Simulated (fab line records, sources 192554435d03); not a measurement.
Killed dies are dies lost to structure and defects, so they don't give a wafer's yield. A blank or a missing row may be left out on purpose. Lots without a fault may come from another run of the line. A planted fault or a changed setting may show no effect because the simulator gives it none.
Problem report in the 8D (eight disciplines) form, filled by code | flow n5_finfet | the parts of the form that need people (team, actions taken, sign-off) are left out

1. THE PROBLEM
etch_rf_on_time_s at N5_FIN_SAQP_ETCH_57 reads a mean of 35.3 s on 4 wafers of 2 lots; wafers without a fault read 46.8 s with a standard deviation of 0.79. That is -15 standard deviations from the usual mean.
The step: etches SiNx in CH3F/O2, target depth 32.5 nm, time 46.4 s.
First seen on wafer L383.1, day 6 06:47, on rie_diel-01. The record holds 23 wafers of 8 lots with a number at this step. Rule for "out", or "out of limits": more than 4 standard deviations from the usual mean. The other wafers with a number count as sound.

2. WHAT IT IS AND WHAT IT IS NOT
question                    | is                             | is not
which readings at this step | etch_rf_on_time_s              | CH3F_flow_sccm, O2_flow_sccm, drypump_motor_current_A, rf_vpp_V, showerhead_plenum_p_Torr, throttle_valve_pct
which lots                  | L383, L384                     | L367, L368, L376, L377, L388, L389
which wafers of those lots  | L383.1, L383.5, L384.1, L384.5 | L383.6
read on which tools         | rie_diel-01                    | rie_diel-04, rie_diel-06
when                        | from day 6 06:47               | up to then (13 sound wafers); but 6 sound wafers of L388, L389 came after

3. SUSPECTS, AND WHAT RULES EACH OUT
Counting: a tool at a process step up to the reading stays a suspect if it ran every lot that is out. Sound lots after the first of them don't rule it out here, since some wafers of a struck lot are sound.
- pecvd-04 at N5_FIN_SAQP_PECVD_48 (deposits SiNx from SiH4/NH3/N2, target thk 25 nm, time 22.1 s): kept. It ran every lot that is out, first L383 (day 6 03:56); its last sound lot up to then is L377 (day 4 16:19).
- vapor_etch-02 at N5_FIN_SAQP_RECESS_75 (chemistry HF/NH3, target SiO2, target depth 14.4 nm, afs cycles 3, sublimation time 60 s): kept. It ran every lot that is out, first L383 (day 6 05:14); its last sound lot up to then is L368 (day 2 11:39).
- rie_diel-01 at N5_FIN_SAQP_ETCH_57 (etches SiNx in CH3F/O2, target depth 32.5 nm, time 46.4 s): kept. It ran every lot that is out, first L383 (day 6 06:47); its last sound lot up to then is L377 (day 4 19:33). Its own readings are out on those wafers: etch_rf_on_time_s.
- Within pecvd-04 at N5_FIN_SAQP_PECVD_48: the wafers that are out ran in chambers 1, 2; their sound lot-mates ran in chamber 0.
Left after counting: pecvd-04 at N5_FIN_SAQP_PECVD_48, vapor_etch-02 at N5_FIN_SAQP_RECESS_75, rie_diel-01 at N5_FIN_SAQP_ETCH_57.

4. THE CAUSE (what the simulator had put in)
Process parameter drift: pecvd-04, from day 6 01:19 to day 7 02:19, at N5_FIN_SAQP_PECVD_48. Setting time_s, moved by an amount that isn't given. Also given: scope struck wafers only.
Counting left 3 suspects, and this tool is among them.

5. THE CHAIN OF EFFECTS, in route order
Each row: a reading whose mean over the struck wafers that have a number lies more than 3 standard deviations from the usual. Only readings for which the record gives a usual standard deviation are gone through. hours: the time from each lot's start at the first step in this table that gives one to its start at this step, as a median over the lots. sigmas: the change in usual standard deviations.
hours | step                | reading           | usual  | on struck wafers | change | sigmas
0     | N5_FIN_SAQP_ETCH_57 | etch_rf_on_time_s | 46.8 s | 35.3             | -11.5  | -15
The process steps in it:
- N5_FIN_SAQP_ETCH_57: etches SiNx in CH3F/O2, target depth 32.5 nm, time 46.4 s.
Later measuring or inspecting steps at which every struck wafer that the step has a row for has a number for every such reading, and none has moved that far: N5_BEOL_M4_RC_MEAS_101.

6. WHAT WOULD HAVE CAUGHT IT SOONER
In this record the first reading out of limits was taken at day 6 06:47, 5 hours after the fault began at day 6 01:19.
Of the tool readings at N5_FIN_SAQP_PECVD_48 for which the record gives a usual standard deviation, none was out on any struck wafer, so an alarm limit of 4 standard deviations on them would not have fired.
Of the lots that are out (2), L384 began N5_FIN_SAQP_PECVD_48 on pecvd-04 after day 6 06:47. A hold on the tool at that time would have spared it.
